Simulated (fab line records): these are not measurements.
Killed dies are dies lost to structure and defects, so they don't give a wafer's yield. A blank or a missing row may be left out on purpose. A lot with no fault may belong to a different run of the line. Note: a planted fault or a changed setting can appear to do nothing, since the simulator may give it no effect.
A lot that was struck, set against a sound lot || flow n5 finfet || 19 steps out of a route of 1938
Sound: these wafers, L300.2, L300.5, L300.6. Struck: wafer L289.5 (left out: L289.4, a lot-mate that was not struck); the cause follows at the end.
At each step with rows: each side's tool, then ch and its chambers, then its first start. Under that, the readings that differ: sound wafers || struck wafers || difference of the means || sigmas: that difference in standard deviations of wafers without a fault.
alike: same words and numbers on both sides, and readings whose means sit less than 2 such deviations apart. not compared: any withheld reading, any reading some wafer has no value for, any bound like >300 that may hide the same value, and any number with overlapping values for which the record gives no deviation.
A row with sigmas, a row that says differs or no value, or rows on one side alone: a step with any of these is where the two part. Numbers that don't overlap but have no deviation are shown without sigmas and don't part them. Lack of a reading on every wafer of one side parts them only where that side has two or more wafers.

N5_BEOL_M15_DESCUM_33: chemistry O2, time 7.9 s.
  sound on rie diel-04 ch 0,1,2, day 16 15:51; struck on rie diel-04 ch 0, day 13 16:02
  alike: drypump motor current A, oes product au, rf vpp V, showerhead plenum p Torr, throttle valve pct
  not compared: rf hours counter h
N5_BEOL_M15_ETCH_61: etches BARC in N2/H2, target depth 89 nm, overetch 26.7 nm, time 67.9 s.
  sound on rie diel-04 ch 0,1,2, day 16 15:53; struck on rie diel-04 ch 0, day 13 16:04
  alike: drypump motor current A, oes product au, rf vpp V, showerhead plenum p Torr, throttle valve pct
  not compared: rf hours counter h
then, 1 step without rows for these wafers: N5_BEOL_M15_TRENCH_ETCH_34 (etches SiO2 in C4F8/O2/Ar, target depth 872.93 nm, time 199 s).
N5_BEOL_M15_STRIP_36: strips in O2.
  sound on rie diel-06 ch 0,1, day 16 19:19; struck on rie diel-03 ch 1, day 13 17:20
  alike: drypump motor current A, oes product au, rf vpp V, showerhead plenum p Torr, throttle valve pct
  not compared: rf hours counter h
then, 1 step without rows for these wafers: N5_BEOL_M15_STRIP_62 (strips in O2).
N5_BEOL_M15_STRIP_37: strips in O2.
  sound on rie diel-06 ch 0,1; struck on rie diel-03 ch 1
  alike: drypump motor current A, oes product au, rf vpp V, showerhead plenum p Torr, throttle valve pct
  not compared: rf hours counter h
then, 4 steps without rows for these wafers: N5_BEOL_M15_ETCH_38 (etches SiCN in CF4/N2, target depth 106.4 nm, time 120.5 s); N5_BEOL_M15_PRECLEAN_39 (cleans in residue remover, time 60 s); N5_BEOL_M15_SRD_40 (time 30 s, dry time 30 s); N5_BEOL_M15_DEGAS_41 (time 60 s).
N5_BEOL_M15_PRE_CLEAN_42: time 30 s.
  struck on pvd sputter-02, day 13 18:02; sound on pvd sputter-02, day 16 20:05
  alike: heater power w
N5_BEOL_M15_SPUTTER_43: material TaN, target thk 15 nm, time 24.19 s.
  struck on pvd sputter-02, day 13 18:04; sound on pvd sputter-02, day 16 20:07
{"reading": "bias v (V)", "sound": "169.0 168.2 167.0", "struck": 172.0, "difference": "+3.9", "sigmas": "+2"}
{"reading": "model.TaN_of_BEOL_M15_SPUTTER_43.thk nm (nm)", "sound": "15 15 15", "struck": 17.6, "difference": "+2.6", "sigmas": ""}
  alike: throttle valve pct
then, 4 steps without rows for these wafers: N5_BEOL_M15_SPUTTER_44 (material Ta, target thk 15 nm, time 24.19 s); N5_BEOL_M15_SPUTTER_45 (material Cu, target thk 100 nm, time 16.67 s); N5_BEOL_M15_ECD_47 (material Cu, target thk 1860 nm); N5_BEOL_M15_ANNEAL_48 (time 90 s).
N5_BEOL_M15_CMP_49: polishes, stops on SiO2, t overpolish 4.9 s, target thk 850 nm.
  sound on cmp-02 ch 2,3, day 16 21:03; struck on cmp-02 ch 3, day 13 18:55
{"reading": "barrier field endpoint s (s)", "sound": "11.34 11.53 11.33", "struck": 12.16, "difference": "+0.76", "sigmas": "+3"}
  alike: motor current A
N5_BEOL_M15_THK_MEAS_50: measures by xrf.
  struck on film metro-02, day 13 19:11; sound on film metro-02, day 16 21:21
  alike: M15_THK
N5_PASSIVATION_PROBE_49:
  rows exist in the record for the sound wafers here (prober-01, day 17 10:46), none for the struck ones

WHERE THEY PART
At N5_BEOL_M15_SPUTTER_43 first; at N5_PASSIVATION_PROBE_49 last (within this record only).

WHY: whatever the simulator had introduced
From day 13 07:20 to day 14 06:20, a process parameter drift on pvd sputter-02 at N5_BEOL_M15_SPUTTER_43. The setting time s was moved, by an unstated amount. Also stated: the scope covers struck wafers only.
